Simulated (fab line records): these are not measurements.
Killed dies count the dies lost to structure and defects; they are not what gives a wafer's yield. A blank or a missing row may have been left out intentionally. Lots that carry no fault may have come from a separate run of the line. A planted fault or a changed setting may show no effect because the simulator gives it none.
Which tool is to blame?	flow n5_finfet	at 1 step of a route of 1938, 12 lots with 36 wafers sampled

WHAT THE GAUGES SHOWED, per wafer
N5_WELL_APT_INSPECT_38: inspects for defects (darkfield).
lot	measured	on	raw_defect_count
L075	day 1 23:13	defect_inspect-01	13 7 6
L077	day 2 11:10	defect_inspect-02	8 12 16
L079	day 2 23:01	defect_inspect-02	25 23 21
L081	day 3 11:08	defect_inspect-02	6 10 15
L083	day 3 23:23	defect_inspect-02	11 12 18
L085	day 4 10:37	defect_inspect-01	6 8 6
L087	day 4 22:36	defect_inspect-02	11 14 19
L089	day 5 10:28	defect_inspect-01	18 16 10
L091	day 5 22:34	defect_inspect-01	8 11 5
L093	day 6 11:02	defect_inspect-02	19 23 15
L095	day 6 23:20	defect_inspect-02	10 14 16
L097	day 7 11:05	defect_inspect-02	14 22 16

EACH LOT AND THE TOOL THAT RAN IT (in order: tool; ch and the chambers of the sampled wafers; start)
The record shows no process step preceding these readings.

THE ANSWER, worked out from the rows above alone
Rule: the usual values come from the lots themselves. Put in order of their means at a reading, lots are off if they are a third of the lots or fewer, leave a main group of 4 or more, and stand apart from it by a gap of 3 or more times the standard deviation of the main group's means; of several such gaps the widest counts. If all means in a main group match to the digits the tables above print for the reading, that group is not used. Also off: a lot with no number at a reading for which 4 or more lots have one. The other lots that the step has rows for count as sound.
None of the lots is off at any reading shown; this tells nothing.

WHAT THE SIMULATOR HAD PUT IN
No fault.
